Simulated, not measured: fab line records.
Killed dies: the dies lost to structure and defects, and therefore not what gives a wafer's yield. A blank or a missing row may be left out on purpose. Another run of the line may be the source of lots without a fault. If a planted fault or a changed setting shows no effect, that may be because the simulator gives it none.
Split-lot trial || flow n5 finfet || 7 lots, 39 wafers read, on a route of 1938 steps

## ON THE SPLIT
At N5_MOL_CONTACT_COAG_VIA_ETCH_46 (etches SiO2 in C4F6/O2, target depth 46 nm, overetch 9.2 nm, time 40 s), the setting target depth a was moved away from the recipe's 460 angstrom on 18 of the 39 wafers read, by -56.7% to +46.2%. This setting was run at the recipe's value on the other wafers.

The reading is taken at the split's own step.

## THE READING
SOC_of_MOL_CONTACT_COAG_COAT_75.thk nm (the simulator's own value, which no gauge read), in nm, at N5_MOL_CONTACT_COAG_VIA_ETCH_46 (etches SiO2 in C4F6/O2, target depth 46 nm, overetch 9.2 nm, time 40 s). There is no usual value for it anywhere in the file. The 21 wafers here that ran the recipe average 50.8 nm, standard deviation 0.26 nm.

{"wafer": "L075.1", "tool, chamber at the split": "rie diel-01, 3", "target depth a as run, angstrom": 460, "against the recipe": "recipe", "SOC_of_MOL_CONTACT_COAG_COAT_75.thk nm, nm": 50.8, "against lot-mates on the recipe": "-"}
{"wafer": "L075.2", "tool, chamber at the split": "rie diel-01, 0", "target depth a as run, angstrom": 460, "against the recipe": "recipe", "SOC_of_MOL_CONTACT_COAG_COAT_75.thk nm, nm": 51.2, "against lot-mates on the recipe": "-"}
{"wafer": "L075.6", "tool, chamber at the split": "rie diel-01, 2", "target depth a as run, angstrom": 460, "against the recipe": "recipe", "SOC_of_MOL_CONTACT_COAG_COAT_75.thk nm, nm": 50.8, "against lot-mates on the recipe": "-"}
{"wafer": "L082.1", "tool, chamber at the split": "rie diel-01, 2", "target depth a as run, angstrom": 460, "against the recipe": "recipe", "SOC_of_MOL_CONTACT_COAG_COAT_75.thk nm, nm": 50.8, "against lot-mates on the recipe": "-"}
{"wafer": "L082.2", "tool, chamber at the split": "rie diel-01, 3", "target depth a as run, angstrom": 460, "against the recipe": "recipe", "SOC_of_MOL_CONTACT_COAG_COAT_75.thk nm, nm": 50.8, "against lot-mates on the recipe": "-"}
{"wafer": "L082.3", "tool, chamber at the split": "rie diel-01, 0", "target depth a as run, angstrom": 253.2, "against the recipe": "-45.0%", "SOC_of_MOL_CONTACT_COAG_COAT_75.thk nm, nm": 53.6, "against lot-mates on the recipe": "+2.9"}
{"wafer": "L082.4", "tool, chamber at the split": "rie diel-01, 0", "target depth a as run, angstrom": 253.2, "against the recipe": "-45.0%", "SOC_of_MOL_CONTACT_COAG_COAT_75.thk nm, nm": 53.6, "against lot-mates on the recipe": "+2.9"}
{"wafer": "L082.5", "tool, chamber at the split": "rie diel-01, 3", "target depth a as run, angstrom": 460, "against the recipe": "recipe", "SOC_of_MOL_CONTACT_COAG_COAT_75.thk nm, nm": 50.6, "against lot-mates on the recipe": "-"}
{"wafer": "L082.6", "tool, chamber at the split": "rie diel-01, 2", "target depth a as run, angstrom": 253.2, "against the recipe": "-45.0%", "SOC_of_MOL_CONTACT_COAG_COAT_75.thk nm, nm": 53.6, "against lot-mates on the recipe": "+2.9"}
{"wafer": "L088.1", "tool, chamber at the split": "rie diel-06, 3", "target depth a as run, angstrom": 672.6, "against the recipe": "+46.2%", "SOC_of_MOL_CONTACT_COAG_COAT_75.thk nm, nm": 47.8, "against lot-mates on the recipe": -2.7}
{"wafer": "L088.2", "tool, chamber at the split": "rie diel-06, 0", "target depth a as run, angstrom": 460, "against the recipe": "recipe", "SOC_of_MOL_CONTACT_COAG_COAT_75.thk nm, nm": 50.4, "against lot-mates on the recipe": "-"}
{"wafer": "L088.3", "tool, chamber at the split": "rie diel-06, 2", "target depth a as run, angstrom": 672.6, "against the recipe": "+46.2%", "SOC_of_MOL_CONTACT_COAG_COAT_75.thk nm, nm": 48.2, "against lot-mates on the recipe": -2.3}
{"wafer": "L088.4", "tool, chamber at the split": "rie diel-06, 1", "target depth a as run, angstrom": 460, "against the recipe": "recipe", "SOC_of_MOL_CONTACT_COAG_COAT_75.thk nm, nm": 50.6, "against lot-mates on the recipe": "-"}
{"wafer": "L088.5", "tool, chamber at the split": "rie diel-06, 3", "target depth a as run, angstrom": 672.6, "against the recipe": "+46.2%", "SOC_of_MOL_CONTACT_COAG_COAT_75.thk nm, nm": 47.6, "against lot-mates on the recipe": -2.9}
{"wafer": "L088.6", "tool, chamber at the split": "rie diel-06, 0", "target depth a as run, angstrom": 460, "against the recipe": "recipe", "SOC_of_MOL_CONTACT_COAG_COAT_75.thk nm, nm": 50.4, "against lot-mates on the recipe": "-"}
{"wafer": "L091.1", "tool, chamber at the split": "rie diel-01, 2", "target depth a as run, angstrom": 199, "against the recipe": "-56.7%", "SOC_of_MOL_CONTACT_COAG_COAT_75.thk nm, nm": 53.6, "against lot-mates on the recipe": "+2.7"}
{"wafer": "L091.2", "tool, chamber at the split": "rie diel-01, 0", "target depth a as run, angstrom": 460, "against the recipe": "recipe", "SOC_of_MOL_CONTACT_COAG_COAT_75.thk nm, nm": 51, "against lot-mates on the recipe": "-"}
{"wafer": "L091.3", "tool, chamber at the split": "rie diel-01, 3", "target depth a as run, angstrom": 460, "against the recipe": "recipe", "SOC_of_MOL_CONTACT_COAG_COAT_75.thk nm, nm": 50.4, "against lot-mates on the recipe": "-"}
{"wafer": "L091.4", "tool, chamber at the split": "rie diel-01, 1", "target depth a as run, angstrom": 199, "against the recipe": "-56.7%", "SOC_of_MOL_CONTACT_COAG_COAT_75.thk nm, nm": 53.8, "against lot-mates on the recipe": "+2.9"}
{"wafer": "L091.5", "tool, chamber at the split": "rie diel-01, 0", "target depth a as run, angstrom": 460, "against the recipe": "recipe", "SOC_of_MOL_CONTACT_COAG_COAT_75.thk nm, nm": 51.2, "against lot-mates on the recipe": "-"}
{"wafer": "L091.6", "tool, chamber at the split": "rie diel-01, 1", "target depth a as run, angstrom": 199, "against the recipe": "-56.7%", "SOC_of_MOL_CONTACT_COAG_COAT_75.thk nm, nm": 53.8, "against lot-mates on the recipe": "+2.9"}
{"wafer": "L092.1", "tool, chamber at the split": "rie diel-02, 2", "target depth a as run, angstrom": 272.6, "against the recipe": "-40.7%", "SOC_of_MOL_CONTACT_COAG_COAT_75.thk nm, nm": 52.8, "against lot-mates on the recipe": "+2.2"}
{"wafer": "L092.2", "tool, chamber at the split": "rie diel-02, 0", "target depth a as run, angstrom": 460, "against the recipe": "recipe", "SOC_of_MOL_CONTACT_COAG_COAT_75.thk nm, nm": 50.8, "against lot-mates on the recipe": "-"}
{"wafer": "L092.3", "tool, chamber at the split": "rie diel-02, 1", "target depth a as run, angstrom": 272.6, "against the recipe": "-40.7%", "SOC_of_MOL_CONTACT_COAG_COAT_75.thk nm, nm": 53, "against lot-mates on the recipe": "+2.4"}
{"wafer": "L092.4", "tool, chamber at the split": "rie diel-02, 3", "target depth a as run, angstrom": 460, "against the recipe": "recipe", "SOC_of_MOL_CONTACT_COAG_COAT_75.thk nm, nm": 50.6, "against lot-mates on the recipe": "-"}
{"wafer": "L092.5", "tool, chamber at the split": "rie diel-02, 2", "target depth a as run, angstrom": 460, "against the recipe": "recipe", "SOC_of_MOL_CONTACT_COAG_COAT_75.thk nm, nm": 50.4, "against lot-mates on the recipe": "-"}
{"wafer": "L092.6", "tool, chamber at the split": "rie diel-02, 3", "target depth a as run, angstrom": 272.6, "against the recipe": "-40.7%", "SOC_of_MOL_CONTACT_COAG_COAT_75.thk nm, nm": 53, "against lot-mates on the recipe": "+2.4"}
{"wafer": "L094.1", "tool, chamber at the split": "rie diel-01, 1", "target depth a as run, angstrom": 273.3, "against the recipe": "-40.6%", "SOC_of_MOL_CONTACT_COAG_COAT_75.thk nm, nm": 52.8, "against lot-mates on the recipe": "+2.0"}
{"wafer": "L094.2", "tool, chamber at the split": "rie diel-01, 0", "target depth a as run, angstrom": 460, "against the recipe": "recipe", "SOC_of_MOL_CONTACT_COAG_COAT_75.thk nm, nm": 51, "against lot-mates on the recipe": "-"}
{"wafer": "L094.3", "tool, chamber at the split": "rie diel-01, 3", "target depth a as run, angstrom": 273.3, "against the recipe": "-40.6%", "SOC_of_MOL_CONTACT_COAG_COAT_75.thk nm, nm": 52.8, "against lot-mates on the recipe": "+2.0"}
{"wafer": "L094.4", "tool, chamber at the split": "rie diel-01, 2", "target depth a as run, angstrom": 273.3, "against the recipe": "-40.6%", "SOC_of_MOL_CONTACT_COAG_COAT_75.thk nm, nm": 52.8, "against lot-mates on the recipe": "+2.0"}
{"wafer": "L094.5", "tool, chamber at the split": "rie diel-01, 3", "target depth a as run, angstrom": 460, "against the recipe": "recipe", "SOC_of_MOL_CONTACT_COAG_COAT_75.thk nm, nm": 50.4, "against lot-mates on the recipe": "-"}
{"wafer": "L094.6", "tool, chamber at the split": "rie diel-01, 0", "target depth a as run, angstrom": 460, "against the recipe": "recipe", "SOC_of_MOL_CONTACT_COAG_COAT_75.thk nm, nm": 51, "against lot-mates on the recipe": "-"}
{"wafer": "L097.1", "tool, chamber at the split": "rie diel-02, 0", "target depth a as run, angstrom": 460, "against the recipe": "recipe", "SOC_of_MOL_CONTACT_COAG_COAT_75.thk nm, nm": 51, "against lot-mates on the recipe": "-"}
{"wafer": "L097.2", "tool, chamber at the split": "rie diel-02, 2", "target depth a as run, angstrom": 207.6, "against the recipe": "-54.9%", "SOC_of_MOL_CONTACT_COAG_COAT_75.thk nm, nm": 53.6, "against lot-mates on the recipe": "+2.6"}
{"wafer": "L097.3", "tool, chamber at the split": "rie diel-02, 3", "target depth a as run, angstrom": 207.6, "against the recipe": "-54.9%", "SOC_of_MOL_CONTACT_COAG_COAT_75.thk nm, nm": 54, "against lot-mates on the recipe": "+3.0"}
{"wafer": "L097.4", "tool, chamber at the split": "rie diel-02, 2", "target depth a as run, angstrom": 460, "against the recipe": "recipe", "SOC_of_MOL_CONTACT_COAG_COAT_75.thk nm, nm": 51, "against lot-mates on the recipe": "-"}
{"wafer": "L097.5", "tool, chamber at the split": "rie diel-02, 0", "target depth a as run, angstrom": 207.6, "against the recipe": "-54.9%", "SOC_of_MOL_CONTACT_COAG_COAT_75.thk nm, nm": 54, "against lot-mates on the recipe": "+3.0"}
{"wafer": "L097.6", "tool, chamber at the split": "rie diel-02, 3", "target depth a as run, angstrom": 460, "against the recipe": "recipe", "SOC_of_MOL_CONTACT_COAG_COAT_75.thk nm, nm": 51, "against lot-mates on the recipe": "-"}

FIT RESULTS
A straight line over all 39 wafers: SOC_of_MOL_CONTACT_COAG_COAT_75.thk nm changes by -0.057 nm for each +1% of target depth a; r = -0.99; the points scatter about the line by 0.27 nm.
The same after taking each lot's own level away (the mean of its wafers on the recipe; 39 wafers): -0.0546 nm for each +1%; r = -0.99; scatter 0.24 nm.
That fit puts the effect of the largest move of target depth a on the reading at 3.1 nm.
The lots' own levels span 50.47 to 51.00 nm, that is 2.0 times the standard deviation above.
The two slopes are in agreement: the lot-to-lot level therefore moves the slope only a little.
Check: +3.12 nm against its lot-mates is what the line predicts for one of the wafers moved furthest among these (-56.7%) when that wafer is left out of the fit. Against them it came out at +2.73 nm.

## THESE WAFERS: OTHER SPLITS
Note: prior to the reading, these wafers also went through further splits. Each is held against what the fit with the lots' levels taken away leaves over:
{"other split on the same wafers": "N5_ZERO_LAYER_PECVD_02 time s", "wafers away from the commonest value": 15, "r with SOC_of_MOL_CONTACT_COAG_COAT_75.thk nm (lot level and that fit taken away)": -0.01}
{"other split on the same wafers": "N5_FIN_SAQP_ETCH_65 time s", "wafers away from the commonest value": 18, "r with SOC_of_MOL_CONTACT_COAG_COAT_75.thk nm (lot level and that fit taken away)": -0.12}
{"other split on the same wafers": "N5_SD_EPI_N_ETCH_45 target depth a", "wafers away from the commonest value": 9, "r with SOC_of_MOL_CONTACT_COAG_COAT_75.thk nm (lot level and that fit taken away)": -0.05}
{"other split on the same wafers": "N5_SD_EPI_P_EPI_21 epi growth time s", "wafers away from the commonest value": 18, "r with SOC_of_MOL_CONTACT_COAG_COAT_75.thk nm (lot level and that fit taken away)": -0.08}

## THE WHOLE CHAIN: every reading that the file lists as answering this split, in the file's order
{"step": "N5_MOL_CONTACT_COAG_VIA_ETCH_46", "what it does": "etches SiO2 in C4F6/O2, target depth 46 nm, overetch 9.2 nm, time 40 s", "reading": "etch.depth nm (the simulator's own value, which no gauge read)", "change (the file's fit)": "not straight: 29.8 at the lowest setting, 45.51 at the recipe, 44.95 at the highest", "r (the file's)": "not given"}
{"step": "N5_MOL_CONTACT_COAG_VIA_ETCH_46", "what it does": "etches SiO2 in C4F6/O2, target depth 46 nm, overetch 9.2 nm, time 40 s", "reading": "SOC_of_MOL_CONTACT_COAG_COAT_75.thk nm (the simulator's own value, which no gauge read)", "change (the file's fit)": "-0.0544 nm for each +1% of the setting", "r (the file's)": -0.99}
{"step": "N5_MOL_CONTACT_COAG_ETCH_47", "what it does": "etches SiNx in CH3F/O2, stops on W, target depth 27 nm", "reading": "etch rf on time s", "change (the file's fit)": "not straight: withheld at the lowest setting, withheld at the recipe, withheld at the highest", "r (the file's)": "not given"}
{"step": "N5_MOL_CONTACT_COAG_ETCH_47", "what it does": "etches SiNx in CH3F/O2, stops on W, target depth 27 nm", "reading": "etch.over etch s (the simulator's own value, which no gauge read)", "change (the file's fit)": "not straight: 0 at the lowest setting, 5.229 at the recipe, 5.094 at the highest", "r (the file's)": "not given"}

## FILE'S OWN FIT
SOC_of_MOL_CONTACT_COAG_COAT_75.thk nm changes by -0.0544 nm for each +1% of target depth a, r = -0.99.
